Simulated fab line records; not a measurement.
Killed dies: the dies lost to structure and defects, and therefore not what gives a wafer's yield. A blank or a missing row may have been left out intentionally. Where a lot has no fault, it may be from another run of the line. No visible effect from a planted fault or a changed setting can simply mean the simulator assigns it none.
Chamber matching :: flow n5-finfet :: rie-diel-05 running N5_BEOL_M3_ETCH_74: 4 sister chambers
The step etches underlayer in N2/H2, target depth 6.5 nm, time 5.2 s. 24 wafers are shown with their chamber, then 12 later ones without.

EACH WAFER AND ITS CHAMBER
wafer: L076.4
chamber: 1
etch-rf-on-time-s (s): 5.11
throttle-valve-pct (%): 18.25
showerhead-plenum-p-Torr (Torr): 2.40

wafer: L076.5
chamber: 2
etch-rf-on-time-s (s): 5.27
throttle-valve-pct (%): 18.27
showerhead-plenum-p-Torr (Torr): 2.50

wafer: L076.6
chamber: 1
etch-rf-on-time-s (s): 5.13
throttle-valve-pct (%): 18.24
showerhead-plenum-p-Torr (Torr): 2.40

wafer: L077.1
chamber: 1
etch-rf-on-time-s (s): 5.05
throttle-valve-pct (%): 18.25
showerhead-plenum-p-Torr (Torr): 2.40

wafer: L077.2
chamber: 2
etch-rf-on-time-s (s): 5.26
throttle-valve-pct (%): 18.27
showerhead-plenum-p-Torr (Torr): 2.50

wafer: L077.6
chamber: 2
etch-rf-on-time-s (s): 5.25
throttle-valve-pct (%): 18.27
showerhead-plenum-p-Torr (Torr): 2.50

wafer: L079.4
chamber: 2
etch-rf-on-time-s (s): 5.36
throttle-valve-pct (%): 18.27
showerhead-plenum-p-Torr (Torr): 2.50

wafer: L079.5
chamber: 0
etch-rf-on-time-s (s): 5.31
throttle-valve-pct (%): 17.51
showerhead-plenum-p-Torr (Torr): 2.54

wafer: L079.6
chamber: 3
etch-rf-on-time-s (s): 5.33
throttle-valve-pct (%): 17.78
showerhead-plenum-p-Torr (Torr): 2.64

wafer: L081.2
chamber: 0
etch-rf-on-time-s (s): 5.26
throttle-valve-pct (%): 17.54
showerhead-plenum-p-Torr (Torr): 2.54

wafer: L081.4
chamber: 2
etch-rf-on-time-s (s): 5.28
throttle-valve-pct (%): 18.30
showerhead-plenum-p-Torr (Torr): 2.50

wafer: L081.6
chamber: 0
etch-rf-on-time-s (s): 5.24
throttle-valve-pct (%): 17.52
showerhead-plenum-p-Torr (Torr): 2.54

wafer: L083.1
chamber: 0
etch-rf-on-time-s (s): 5.30
throttle-valve-pct (%): 17.55
showerhead-plenum-p-Torr (Torr): 2.54

wafer: L083.2
chamber: 2
etch-rf-on-time-s (s): 5.35
throttle-valve-pct (%): 18.27
showerhead-plenum-p-Torr (Torr): 2.50

wafer: L083.6
chamber: 2
etch-rf-on-time-s (s): 5.30
throttle-valve-pct (%): 18.31
showerhead-plenum-p-Torr (Torr): 2.50

wafer: L086.1
chamber: 0
etch-rf-on-time-s (s): 5.29
throttle-valve-pct (%): 17.58
showerhead-plenum-p-Torr (Torr): 2.53

wafer: L086.3
chamber: 1
etch-rf-on-time-s (s): 5.02
throttle-valve-pct (%): 17.83
showerhead-plenum-p-Torr (Torr): 2.71

wafer: L086.4
chamber: 0
etch-rf-on-time-s (s): 5.22
throttle-valve-pct (%): 17.54
showerhead-plenum-p-Torr (Torr): 2.53

wafer: L087.3
chamber: 1
etch-rf-on-time-s (s): 5.04
throttle-valve-pct (%): 17.85
showerhead-plenum-p-Torr (Torr): 2.71

wafer: L087.5
chamber: 1
etch-rf-on-time-s (s): 4.99
throttle-valve-pct (%): 17.85
showerhead-plenum-p-Torr (Torr): 2.71

wafer: L087.6
chamber: 0
etch-rf-on-time-s (s): 5.27
throttle-valve-pct (%): 17.56
showerhead-plenum-p-Torr (Torr): 2.53

wafer: L089.1
chamber: 2
etch-rf-on-time-s (s): 5.22
throttle-valve-pct (%): 17.88
showerhead-plenum-p-Torr (Torr): 2.49

wafer: L089.4
chamber: 1
etch-rf-on-time-s (s): 5.07
throttle-valve-pct (%): 17.86
showerhead-plenum-p-Torr (Torr): 2.71

wafer: L089.6
chamber: 2
etch-rf-on-time-s (s): 5.17
throttle-valve-pct (%): 17.86
showerhead-plenum-p-Torr (Torr): 2.50

SIGNATURES, as means of the wafers listed above
reading: etch-rf-on-time-s
chamber 0: 5.2700
chamber 1: 5.0586
chamber 2: 5.2733
chamber 3: 5.3300
scatter within a chamber: 0.0496

reading: throttle-valve-pct
chamber 0: 17.5429
chamber 1: 18.0186
chamber 2: 18.1889
chamber 3: 17.7800
scatter within a chamber: 0.164

reading: showerhead-plenum-p-Torr
chamber 0: 2.5357
chamber 1: 2.5771
chamber 2: 2.4989
chamber 3: 2.6400
scatter within a chamber: 0.0908
Rule: distance of a wafer from a chamber = root of the sum over the readings of ((wafer's reading minus chamber's mean) / reading's scatter) squared. If the next closest chamber is less than 2 further off than the closest, the wafer can't be placed; otherwise it belongs to the closest. The scatter is the square root of a quotient: the sum, over the shown wafers, of each reading's squared deviation from its chamber's mean, divided by wafers minus chambers.

WAFERS WITH NO CHAMBER GIVEN
wafer: L090.1
etch-rf-on-time-s (s): 5.08
throttle-valve-pct (%): 17.87
showerhead-plenum-p-Torr (Torr): 2.71

wafer: L090.2
etch-rf-on-time-s (s): 5.18
throttle-valve-pct (%): 17.90
showerhead-plenum-p-Torr (Torr): 2.49

wafer: L090.5
etch-rf-on-time-s (s): 5.07
throttle-valve-pct (%): 17.86
showerhead-plenum-p-Torr (Torr): 2.71

wafer: L093.1
etch-rf-on-time-s (s): 5.04
throttle-valve-pct (%): 17.85
showerhead-plenum-p-Torr (Torr): 2.71

wafer: L093.4
etch-rf-on-time-s (s): 5.30
throttle-valve-pct (%): 17.54
showerhead-plenum-p-Torr (Torr): 2.53

wafer: L093.6
etch-rf-on-time-s (s): 5.28
throttle-valve-pct (%): 17.58
showerhead-plenum-p-Torr (Torr): 2.53

wafer: L092.1
etch-rf-on-time-s (s): 5.19
throttle-valve-pct (%): 17.56
showerhead-plenum-p-Torr (Torr): 2.53

wafer: L092.3
etch-rf-on-time-s (s): 5.18
throttle-valve-pct (%): 17.91
showerhead-plenum-p-Torr (Torr): 2.49

wafer: L092.6
etch-rf-on-time-s (s): 5.00
throttle-valve-pct (%): 17.86
showerhead-plenum-p-Torr (Torr): 2.70

wafer: L096.1
etch-rf-on-time-s (s): 5.27
throttle-valve-pct (%): 17.58
showerhead-plenum-p-Torr (Torr): 2.53

wafer: L096.3
etch-rf-on-time-s (s): 5.00
throttle-valve-pct (%): 17.89
showerhead-plenum-p-Torr (Torr): 2.70

wafer: L096.5
etch-rf-on-time-s (s): 5.22
throttle-valve-pct (%): 17.82
showerhead-plenum-p-Torr (Torr): 2.63

THE CHAMBER EACH PASSED THROUGH
wafer: L090.1
from the rows above: 1
in truth: 1

wafer: L090.2
from the rows above: can't be placed: 2 or 1 or 0 or 3
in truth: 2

wafer: L090.5
from the rows above: 1
in truth: 1

wafer: L093.1
from the rows above: 1
in truth: 1

wafer: L093.4
from the rows above: can't be placed: 0 or 3
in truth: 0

wafer: L093.6
from the rows above: can't be placed: 0 or 3
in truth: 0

wafer: L092.1
from the rows above: can't be placed: 0 or 3
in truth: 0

wafer: L092.3
from the rows above: can't be placed: 2 or 1 or 0 or 3
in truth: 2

wafer: L092.6
from the rows above: 1
in truth: 1

wafer: L096.1
from the rows above: can't be placed: 0 or 3
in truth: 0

wafer: L096.3
from the rows above: 1
in truth: 1

wafer: L096.5
from the rows above: can't be placed: 0 or 3 or 2 or 1
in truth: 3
Correctly placed: 5 of 12. Unplaceable from these rows: 7, with the true chamber sitting among the candidates in 7. 0 placed wrongly.
